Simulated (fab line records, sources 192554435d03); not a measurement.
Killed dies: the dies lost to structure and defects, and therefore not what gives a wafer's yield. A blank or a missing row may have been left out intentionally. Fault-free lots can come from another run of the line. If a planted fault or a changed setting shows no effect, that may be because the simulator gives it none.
Which tool is to blame? | flow n5 finfet | Sampling: 9 lots, 27 wafers, 3 of 1938 route steps

WHAT THE GAUGES READ, wafer by wafer
N5_MIM_BOT_LITHO_INSPECT_12: inspects for defects (macro).
lot  | measured     | on                | raw defect count
L927 | day 11 02:53 | defect inspect-01 | 0 2 1
L933 | day 12 11:27 | defect inspect-02 | 1 1 2
L934 | day 13 02:17 | defect inspect-01 | 1 2 3
L935 | day 13 17:34 | defect inspect-01 | 1 2 1
L941 | day 15 05:30 | defect inspect-01 | 0 2 1
L940 | day 15 05:40 | defect inspect-02 | >300 >300 >300
L942 | day 15 10:22 | defect inspect-02 | >300 >300 >300
L943 | day 15 22:50 | defect inspect-02 | 1 3 1
L947 | day 16 17:50 | defect inspect-02 | 4 1 4

TOOL THAT RAN EACH LOT (tool first, then ch and the chambers of the sampled wafers, then the start)
lot  | N5_MIM_TOP_LITHO_DESCUM_10         | N5_MIM_TOP_ETCH_ETCH_00
L927 | rie diel-01 ch 0,1,3, day 11 02:03 | rie metal-02 ch 0,1, day 11 02:08
L933 | rie diel-03 ch 2,3, day 12 10:44   | rie metal-01 ch 0,1, day 12 10:50
L934 | rie diel-03 ch 1,2,3, day 13 01:25 | rie metal-02 ch 0,1, day 13 01:30
L935 | rie diel-05 ch 0,2,3, day 13 16:40 | rie metal-01 ch 0,1, day 13 16:46
L941 | rie diel-03 ch 0,1,3, day 15 04:41 | rie metal-03 ch 0,1, day 15 04:46
L940 | rie diel-01 ch 0,1,2, day 15 04:51 | rie metal-01 ch 0,1, day 15 04:56
L942 | rie diel-05 ch 0,1,2, day 15 09:32 | rie metal-01 ch 0, day 15 09:38
L943 | rie diel-03 ch 1,2, day 15 22:07   | rie metal-03 ch 0,1, day 15 22:13
L947 | rie diel-03 ch 0,1,3, day 16 16:59 | rie metal-03 ch 0,1, day 16 17:05
- N5_MIM_TOP_LITHO_DESCUM_10: chemistry O2, time 7.9 s.
- N5_MIM_TOP_ETCH_ETCH_00: etches TiN in Cl2/BCl3, target depth 38.5 nm.

THE ANSWER, worked out from the rows above alone
Rule: what is usual is taken from the lots themselves. The widest of any qualifying gaps counts: lots, ordered by their means at a reading, are off when they make up no more than a third of the lots, leave a main group of 4 or more, and stand apart from it by 3 or more times the standard deviation of that group's means. The tables above print the reading to a certain number of digits; a main group whose means all agree to those digits is not used. A lot without any number at a reading at which 4 lots or more have one is off too. Where the step has rows for the other lots, those lots are counted as sound.
Off: L940, L942, at N5_MIM_BOT_LITHO_INSPECT_12 (raw defect count). Without a number there: L940, L942. The main group: mean 1.6, standard deviation 0.65.
If a tool, at a process step before that reading, ran all the lots that are off and no sound lot after the first of them, it fits. Those tools and the gauges at N5_MIM_BOT_LITHO_INSPECT_12 are tried in the same way. One fits: rie metal-01 at N5_MIM_TOP_ETCH_ETCH_00. A fault onset in the window from L935 (day 13 16:46, its last sound lot) to L940 (day 15 04:56, its first lot off) fits.

WHAT WAS PUT IN BY THE SIMULATOR
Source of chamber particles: rie metal-01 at N5_MIM_TOP_ETCH_ETCH_00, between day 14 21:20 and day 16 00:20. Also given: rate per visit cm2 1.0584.
Struck lots among those shown: L940, L942. The rule given above showed the same thing.
